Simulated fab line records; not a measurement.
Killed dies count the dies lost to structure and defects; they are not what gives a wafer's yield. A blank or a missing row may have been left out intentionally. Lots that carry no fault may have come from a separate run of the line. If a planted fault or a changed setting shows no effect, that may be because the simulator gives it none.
Chamber matching | flow n5Finfet | 4 sister chambers for N5_FIN_SAQP_FIN_ETCH_36 on rieSi-04
The step etches the open film in HBr/Cl2/O2, target depth 120 nm, time 50.4 s. 4 wafers are shown with their chamber, then 9 later ones without.

EACH WAFER AND ITS CHAMBER
wafer  | chamber | drypumpMotorCurrentA (A)
L085.5 | 3       | 5.2
L091.1 | 1       | 6.0
L091.2 | 2       | 5.1
L091.6 | 0       | 6.6

WAFERS MISSING THEIR CHAMBER
wafer  | drypumpMotorCurrentA (A)
L092.1 | 5.2
L092.3 | 6.0
L092.4 | 6.7
L093.2 | 5.2
L093.4 | 5.1
L093.5 | 6.7
L096.2 | 5.1
L096.4 | 6.6
L096.5 | 5.1

THE CHAMBER EACH PASSED THROUGH
wafer  | from the rows above | in truth
L092.1 | 3                   | 3
L092.3 | 1                   | 1
L092.4 | 0                   | 0
L093.2 | 3                   | 3
L093.4 | 2                   | 2
L093.5 | 0                   | 0
L096.2 | 2                   | 2
L096.4 | 0                   | 0
L096.5 | 2                   | 2
Placed correctly: 9 of 9. Not placeable from these rows: 0. Wrongly placed: 0.
How it was worked out, from the rows above alone: a wafer's distance from a chamber is the root of the sum, over the readings, of the square of ((its reading less the chamber's mean) divided by the reading's scatter). If the next closest chamber is less than 2 further off than the closest, the wafer can't be placed; otherwise it belongs to the closest. For every chamber, the mean is computed from those of its wafers that are shown. The scatter (one wafer shown for each chamber): square how far every hidden wafer sits from the nearest shown wafer, average those squares and take the square root.
